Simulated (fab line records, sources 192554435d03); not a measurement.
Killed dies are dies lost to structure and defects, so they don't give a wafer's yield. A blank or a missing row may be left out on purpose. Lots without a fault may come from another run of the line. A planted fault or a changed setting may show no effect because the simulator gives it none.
fab line records | flow n5_finfet
record lots=12 wafers=35 last_day=18
route steps=1938 shown TV_LITHO@1883 TV_OPEN@1887 PAD_METAL@1895 PASSIVATION@1936
lots that met no fault: from a run of the same line without faults
start_h: hours from the record's first day to the start of the lot's first wafer shown | wait_h: hours since the lot's step before | " the same as in the row above | L1.1+2: a row that stands for several wafers | - no value, or no start given | * or withheld: withheld | < > ~ a bound
route shown NAME@n: a module of which the file shows steps, and the number in the route of the first | usual: mean/standard deviation of fault-free wafers | same: alike in all rows | chamber/n: place in a boat | sites: the reading at each site | _std_site: their standard deviation | _edge_site: outer sites' mean less inner sites' | radius_mm: how far each site lies from the wafer's centre | mask NAME#n: copy n | behind: the tool/chamber that last shaped the wafer | hold: why the lot was held/for how many hours/how that ended | device: the transistor (n, p or np) that didn't switch | end of line: the same wafers' tests at the end of the route | a step without rows: its recipe alone | killed: dies lost to structure and defects at the first sort, not the wafer's yield | map: a wafer's dies, x killed, . not, _ none there
set.NAME: the setting as run; set.NAME@STEP: as run at that earlier step | model.NAME: the simulator's own value behind a step, which no gauge read
steps of the route over a sample of lots; a table a step, a row a wafer
services: from which hour (start_h, from the record's first day; less than 0 if before it) a tool's chamber was out of use, for how many hours, and why
## steps
# step N5_PASSIVATION_CD_MEAS_10
# recipe target_cd_nm=3000 landing_energy_ev=500 detector=se_inlens
# usual cd_nm=2998.6/2.1
# columns lot.wafer tool chamber start_h wait_h cd_nm
L725.4 cd_sem-02 0 257.60 - 2996.2
L725.5 " 0 " " 2998.2
L725.6 " 0 " " 2995.0
L726.1 cd_sem-02 0 269.41 - 2996.2
L726.2 " 0 " " 2997.5
L726.6 " 0 " " 2998.2
L727.3 cd_sem-02 0 280.49 - 2997.2
L727.4 " 0 " " 2997.9
L727.5 " 0 " " 3000.4
L729.1 cd_sem-02 0 292.64 - 2996.6
L729.3 " 0 " " 2994.2
L729.6 " 0 " " 2995.7
L730.3 cd_sem-01 0 295.86 - 3000.8
L730.4 " 0 " " 2997.3
L730.6 " 0 " " 2999.3
L734.2 cd_sem-01 0 312.29 - 2995.9
L734.3 " 0 " " 3000.9
L734.5 " 0 " " 2995.5
L733.1 cd_sem-03 0 323.39 - 3000.3
L733.2 " 0 " " 3000.6
L733.3 " 0 " " 2996.9
L738.2 cd_sem-01 0 342.89 - 2999.5
L738.5 " 0 " " 3001.5
L738.6 " 0 " " 3002.0
L737.1 cd_sem-01 0 343.57 - 3001.0
L737.4 " 0 " " 3001.3
L737.5 " 0 " " 2999.8
L740.3 cd_sem-03 0 366.56 - 2998.8
L740.4 " 0 " " 2998.3
L740.6 " 0 " " 3001.2
L747.1 cd_sem-03 0 400.14 - 2995.4
L747.2 " 0 " " 3000.9
L747.3 " 0 " " 2998.0
L746.1 cd_sem-01 0 417.87 - 2997.1
L746.3 " 0 " " 2999.1
# step N5_PASSIVATION_OVL_MEAS_60
# recipe points_per_wafer=44
# usual TV_OVL=-2/5.3
# columns lot.wafer tool chamber start_h wait_h TV_OVL[nm]
L725.4 overlay-02 0 257.63 0.0 -3
L725.5 " 0 " " -3
L725.6 " 0 " " 2
L726.1 overlay-01 0 269.44 0.0 -11
L726.2 " 0 " " -5
L726.6 " 0 " " 7
L727.3 overlay-02 0 280.52 0.0 3
L727.4 " 0 " " 11
L727.5 " 0 " " -1
L729.1 overlay-02 0 292.67 0.0 -5
L729.3 " 0 " " -5
L729.6 " 0 " " 3
L730.3 overlay-01 0 295.88 0.0 -7
L730.4 " 0 " " -6
L730.6 " 0 " " -4
L734.2 overlay-02 0 312.34 0.0 6
L734.3 " 0 " " 7
L734.5 " 0 " " 9
L733.1 overlay-02 0 323.42 0.0 6
L733.2 " 0 " " 8
L733.3 " 0 " " 5
L738.2 overlay-01 0 342.94 0.0 -1
L738.5 " 0 " " -3
L738.6 " 0 " " -4
L737.1 overlay-01 0 343.60 0.0 1
L737.4 " 0 " " 1
L737.5 " 0 " " -7
L740.3 overlay-01 0 366.59 0.0 -11
L740.4 " 0 " " 0
L740.6 " 0 " " -13
L747.1 overlay-01 0 400.17 0.0 -9
L747.2 " 0 " " -2
L747.3 " 0 " " -7
L746.1 overlay-01 0 417.90 0.0 2
L746.3 " 0 " " -5
# step N5_PASSIVATION_PASS_ETCH_74
# recipe chemistry=CF4/O2 target=SiNx target_depth_a=2200 time_s=110 ion_energy_ev=100 pressure_mtorr=40 source_w=535 bias_w=49 Ar_flow_sccm=100 cf4_flow_sccm=100 O2_flow_sccm=10
# usual drypump_motor_current_A=5.7/0.4 oes_f_703_au=0.80/0.086 oes_product_au=0.79/0.089 rf_vpp_V=239/4 showerhead_plenum_p_Torr=2.20/0.074 throttle_valve_pct=15.95/0.23
# columns lot.wafer tool chamber start_h wait_h drypump_motor_current_A oes_f_703_au oes_product_au rf_hours_counter_h rf_vpp_V showerhead_plenum_p_Torr throttle_valve_pct
L725.4 rie_diel-01 2 257.91 0.0 5.6 0.72 0.71 205 238 2.19 15.84
L725.5 " 0 " " 5.4 0.79 0.77 - 243 2.22 16.28
L725.6 " 3 " " 5.9 0.81 0.80 - 239 2.30 15.94
L726.1 rie_diel-01 0 269.63 0.0 5.4 0.78 0.78 110 240 2.22 16.30
L726.2 " 2 " " 5.6 0.72 0.71 209 239 2.19 15.87
L726.6 " 2 " " 5.6 0.71 0.71 - 238 2.19 15.85
L727.3 rie_diel-02 0 281.04 0.0 5.9 0.95 0.95 11 245 2.34 16.12
L727.4 " 0 " " 5.9 0.95 0.95 - 245 2.34 16.12
L727.5 " 1 " " 5.2 0.74 0.73 - 232 2.10 15.75
L729.1 rie_diel-02 2 292.79 0.0 5.8 0.71 0.69 231 239 2.26 16.17
L729.3 " 3 " " 6.4 0.95 0.94 2 235 2.16 15.67
L729.6 " 1 " " 5.2 0.74 0.72 - 232 2.10 15.77
L730.3 rie_diel-02 2 296.01 0.0 5.7 0.71 0.69 233 237 2.26 16.21
L730.4 " 1 " " 5.2 0.74 0.73 202 233 2.10 15.78
L730.6 " 2 " " 5.8 0.71 0.69 - 239 2.26 16.19
L734.2 rie_diel-06 0 312.46 0.0 5.9 0.89 0.88 37 237 2.15 15.74
L734.3 " 2 " " 5.2 0.68 0.68 236 240 2.27 16.37
L734.5 " 0 " " 5.9 0.89 0.88 - 236 2.15 15.76
L733.1 rie_diel-02 1 323.55 0.0 5.1 0.74 0.72 210 233 2.09 15.79
L733.2 " 3 " " 6.4 0.91 0.91 11 234 2.16 15.68
L733.3 " 0 " " 5.9 0.92 0.92 24 244 2.33 16.15
L738.2 rie_diel-06 3 344.22 0.0 5.5 0.83 0.83 90 240 2.22 15.82
L738.5 " 0 " " 5.9 0.88 0.87 - 238 2.15 15.77
L738.6 " 1 " " 5.5 0.92 0.91 - 244 2.16 15.57
L737.1 rie_diel-06 3 344.70 0.0 5.5 0.83 0.82 90 240 2.22 15.81
L737.4 " 1 " " 5.5 0.91 0.91 30 243 2.15 15.57
L737.5 " 3 " " 5.5 0.83 0.82 - 239 2.22 15.82
L740.3 rie_diel-06 0 366.79 0.0 5.9 0.86 0.85 55 237 2.15 15.79
L740.4 " 0 " " 5.9 0.87 0.85 - 237 2.15 15.79
L740.6 " 3 " " 5.5 0.82 0.81 - 240 2.22 15.83
L747.1 rie_diel-01 0 400.88 0.0 5.4 0.75 0.74 142 242 2.21 16.36
L747.2 " 3 " " 5.9 0.78 0.78 158 239 2.29 16.01
L747.3 " 1 " " 6.4 0.79 0.80 89 244 2.15 15.93
L746.1 rie_diel-06 1 418.20 0.0 5.5 0.88 0.86 53 243 2.15 15.62
L746.3 " 0 " " 5.9 0.85 0.83 71 236 2.14 15.84
# step N5_PASSIVATION_SPUTTER_20
# recipe material=TaN target_thk_a=500 temp_c=25 chamber_pressure_pa=0.4
# usual throttle_valve_pct=29.9/1
# columns lot.wafer tool chamber start_h wait_h throttle_valve_pct
L725.4 pvd_sputter-01 - 259.03 0.0 28.5
L725.5 " - " " 28.6
L725.6 " - " " 29.4
L726.1 pvd_sputter-03 - 270.70 0.0 30.3
L726.2 " - " " 32.3
L726.6 " - " " 30.4
L727.3 pvd_sputter-01 - 281.87 0.0 28.6
L727.4 " - " " 30.4
L727.5 " - " " 28.4
L729.1 pvd_sputter-01 - 295.36 0.0 30.1
L729.3 " - " " 28.6
L729.6 " - " " 30.2
L730.3 pvd_sputter-01 - 297.36 0.0 28.2
L730.4 " - " " 28.7
L730.6 " - " " 30.4
L734.2 pvd_sputter-01 - 313.40 0.0 28.3
L734.3 " - " " 29.4
L734.5 " - " " 28.4
L733.1 pvd_sputter-02 - 324.25 0.0 30.3
L733.2 " - " " 29.6
L733.3 " - " " 31.3
L738.2 pvd_sputter-02 - 345.30 0.0 31.5
L738.5 " - " " 29.7
L738.6 " - " " 30.7
L737.1 pvd_sputter-02 - 346.00 0.0 29.8
L737.4 " - " " 30.7
L737.5 " - " " 31.4
L740.3 pvd_sputter-01 - 367.83 0.0 28.4
L740.4 " - " " 30.2
L740.6 " - " " 28.1
L747.1 pvd_sputter-03 - 401.76 0.0 32.5
L747.2 " - " " 30.7
L747.3 " - " " 30.1
L746.1 pvd_sputter-03 - 418.90 0.0 29.7
L746.3 " - " " 30.3
# step N5_PASSIVATION_PROBE_49
# usual defect_limited_yield=91.4/1.5 killed_at_M0_to_M3=35/11 killed_at_M4_up=16/7 killed_at_contacts=11/5.3 killed_at_front_end=37/11 killed_at_other=3.1/2.8 killed_dies=102/18 killed_open=69/15 killed_short=31/7.8 sort_bin_5_function=5.1/1.1 sort_bin_6_memory=3.2/0.69 sort_n_pass=1078/18 sort_yield_pct=91.4/1.5
# same gross_dies=1180 killed_at_back_side=0 sort_bin_4_leakage[%]=0 sort_bin_8_speed[%]=0
# columns lot.wafer tool chamber start_h wait_h defect_limited_yield[%] killed_at_M0_to_M3 killed_at_M4_up killed_at_contacts killed_at_front_end killed_at_other killed_dies killed_open killed_short sort_bin_5_function[%] sort_bin_6_memory[%] sort_n_pass sort_yield_pct[%]
L740.3 prober-01 - 373.73 0.1 90.2 41 19 12 28 16 116 75 41 5.8 3.7 1064 90.2
L740.4 prober-01 - 373.78 0.2 78.9 53 10 14 28 144 249 69 41 13.8 4.7 931 78.9
L740.6 prober-01 - 373.88 0.3 91.5 43 15 10 28 4 100 65 33 4.5 3.8 1080 91.5
# killed by level:class
L740.3 MOL_CONTACT_COAG:geometric_particle:open=10 BEOL_M2:geometric_particle:open=9 BEOL_M3:geometric_particle:open=8 BEOL_M4:geometric_particle:open=7 FIN_SAQP:geometric_particle:open=6 DUMMY_GATE:geometric_particle:open=6 BEOL_M0_SAQP:geometric_particle:short=5 BEOL_M1:geometric_particle:open=5
L740.4 PAD_METAL:unspecified=139 MOL_CONTACT_COAG:geometric_particle:open=14 BEOL_M3:geometric_particle:open=11 BEOL_M0_SAQP:geometric_particle:short=10 BEOL_M2:geometric_particle:open=10 GATE_CUT:geometric_particle:short=8 BEOL_M2:geometric_particle:short=7 BEOL_M1:geometric_particle:open=5
L740.6 BEOL_M3:geometric_particle:open=10 MOL_CONTACT_COAG:geometric_particle:open=8 BEOL_M2:geometric_particle:open=8 BEOL_M0_SAQP:geometric_particle:open=7 BEOL_M4:geometric_particle:open=6 BEOL_M1:geometric_particle:open=5 FIN_SAQP:geometric_particle:open=4 BEOL_M1:geometric_particle:short=4
## services
# columns tool chamber start_h hours kind
rie_diel-06 1 250.77 15.2 repair
rie_diel-02 3 253.91 - clean
rie_diel-01 1 306.06 3.2 repair
pvd_sputter-03 - 313.96 11.4 repair
rie_diel-01 2 317.52 13.2 repair
rie_diel-06 1 324.83 6.5 repair
rie_diel-06 0 329.54 6.8 repair
rie_diel-01 - 331.02 28.1 pm
pvd_sputter-01 - 331.34 3.0 repair
pvd_sputter-01 - 337.39 1.7 repair
rie_diel-02 3 337.71 39.6 repair
rie_diel-06 1 347.24 8.0 repair
rie_diel-06 2 355.21 - clean
rie_diel-06 2 355.21 - consumable_replace:focus_ring
rie_diel-06 2 355.21 19.9 scheduled_down
rie_diel-06 2 355.21 19.9 vent_cycle
rie_diel-01 1 364.05 3.9 repair
rie_diel-02 2 370.56 11.4 repair
rie_diel-02 0 374.23 10.2 repair
rie_diel-01 3 376.43 7.4 repair
rie_diel-06 2 390.90 3.9 repair
rie_diel-01 - 407.84 3.0 repair
pvd_sputter-02 - 412.47 7.2 repair
rie_diel-06 3 415.24 19.4 repair
## key
first_sign step=N5_PASSIVATION_PROBE_49 reading=killed_at_other direction=up sigmas=50 usual=3.1 struck=144
effect step=N5_PASSIVATION_PROBE_49 reading=defect_limited_yield direction=down sigmas=8.1 usual=91.4 struck=78.9
more_kills_born_at N5_PASSIVATION_SPUTTER_20@pvd_sputter-01=139
met_at N5_PASSIVATION_SPUTTER_20
struck_lots L740
struck_wafers L740.4
not_acting_at N5_PASSIVATION_CD_MEAS_10,N5_PASSIVATION_OVL_MEAS_60,N5_PASSIVATION_PASS_ETCH_74
onset_between 297.36 367.83
fault kind=chamber_particle_source tool=pvd_sputter-01 chamber=- onset_h=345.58 steps=N5_PASSIVATION_SPUTTER_20 rate_per_visit_cm2=0.916 end_h=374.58 scope=struck_wafers_only
